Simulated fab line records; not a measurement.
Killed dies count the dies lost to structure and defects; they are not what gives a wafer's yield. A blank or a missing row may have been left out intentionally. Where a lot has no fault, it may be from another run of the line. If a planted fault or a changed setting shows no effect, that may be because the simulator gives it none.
Comparing a struck lot with a sound one ; flow nand_harc ; 13 out of 1302 route steps
Sound: the wafers L105.3, L105.4, L105.5. Wafers L115.3, L115.4, L115.5 were the ones struck. The cause comes at the end.
Each step with rows lists, per side, the tool, then ch with its chambers, then its first start. Under that, the readings that differ: sound wafers ; struck wafers ; difference of the means ; sigmas: that difference in standard deviations of wafers without a fault.
alike: readings with means less than 2 such deviations apart, plus words and numbers identical on both sides. not compared: withheld readings, readings lacking a value on some wafer, bounds such as >300 that could conceal the same value, and numbers that have no deviation in the record and whose values overlap.
A row with sigmas, a row that says differs or no value, or rows on one side alone: a step with any of these is where the two part. When numbers do not overlap yet have no deviation, they are printed without sigmas and do not part them. A reading that every wafer of one side lacks parts them only if that side has two wafers or more.

first, 1 step without rows for these wafers: NHARC_A_SLIT_SRD_20.
NHARC_A_SLIT_CD_MEAS_21:
  sound: cd_sem-03 at day 22 12:41; struck: cd_sem-01 at day 26 15:03
reading;sound;struck;difference;sigmas
cd_nm (nm);290.1 291.5 290.7;287.8 289.1 287.9;-2.5;-2
then, 3 steps without rows for these wafers: NHARC_A_SIN_REMOVE_WET_00 (chemistry H3PO4, time 15300 s); NHARC_A_SIN_REMOVE_PRECLEAN_01 (cleans in SC1); NHARC_A_SIN_REMOVE_SRD_02.
NHARC_A_SIN_REMOVE_INSPECT_04:
  sound: defect_inspect-01 at day 22 19:13; struck: defect_inspect-02 at day 26 21:35
  alike: raw_defect_count
NHARC_A_WL_FILL_ALD_00: deposits Al2O3, target thk 3 nm, pulse time 3 s, ald cycles 30.
  sound on ald_hk-01 ch 0,2,3, day 22 19:20; struck on ald_hk-02 ch 0,2,3, day 26 21:41
  alike: heater_power_w, precursor_pulse_height_rel
NHARC_A_WL_FILL_RTA_01: time 5 s.
  sound on rtp_anneal-02 ch 0, day 22 19:36; struck on rtp_anneal-01 ch 0, day 26 22:04
reading;sound;struck;difference;sigmas
lamp_power_pct (%);28.2 28.1 28.1;29.9 29.8 29.9;+1.7;+2
  alike: wafer_temp_C_max
NHARC_A_WL_FILL_ALD_02: deposits TiN, target thk 2 nm, pulse time 3 s, ald cycles 100.
  sound on ald_metal-01 ch 0,1, day 22 19:46; struck on ald_metal-02 ch 0,2,3, day 26 22:13
  alike: heater_power_w, precursor_pulse_height_rel
NHARC_A_WL_FILL_CVD_03: deposits W, target thk 40 nm, time 279 s.
  sound on cvd_w-02 ch 0,1, day 22 20:19; struck on cvd_w-01 ch 0,1, day 26 22:46
  alike: heater_power_w, throttle_valve_pct
NHARC_A_WL_FILL_ETCHBACK_04: etches the open film in NF3, target depth 60 nm, time 120 s.
  sound on rie_metal-01 ch 0, day 22 20:43; struck on rie_metal-01 ch 0,1, day 26 23:06
reading;sound;struck;difference;sigmas
run_length_s (s);140.8 141.1 140.9;128.7 127.3 127.2;-13.2;-26
  alike: drypump_motor_current_A, oes_product_au
  not compared: rf_hours_counter_h
NHARC_A_WL_FILL_ETCHBACK_05: etches the open film in Cl2/BCl3, target depth 22 nm, time 60 s.
  sound on rie_metal-01 ch 0, day 22 21:04; struck on rie_metal-01 ch 0,1, day 26 23:17
  alike: drypump_motor_current_A, oes_product_au, run_length_s
  not compared: rf_hours_counter_h
-- jump in the record: it breaks off in module A_WL_FILL and resumes in module END (first step shown: number 1302 of the route), and 4 days separate the struck wafers' starts before and after --
NHARC_END_SORT_01:
  here the record holds rows for the struck wafers (prober-01 ch 0, day 31 05:53) but none for the sound ones

## WHERE THEY PART
Earliest at NHARC_A_SLIT_CD_MEAS_21; latest, in this record, at NHARC_END_SORT_01.

WHY: what had been put in by the simulator
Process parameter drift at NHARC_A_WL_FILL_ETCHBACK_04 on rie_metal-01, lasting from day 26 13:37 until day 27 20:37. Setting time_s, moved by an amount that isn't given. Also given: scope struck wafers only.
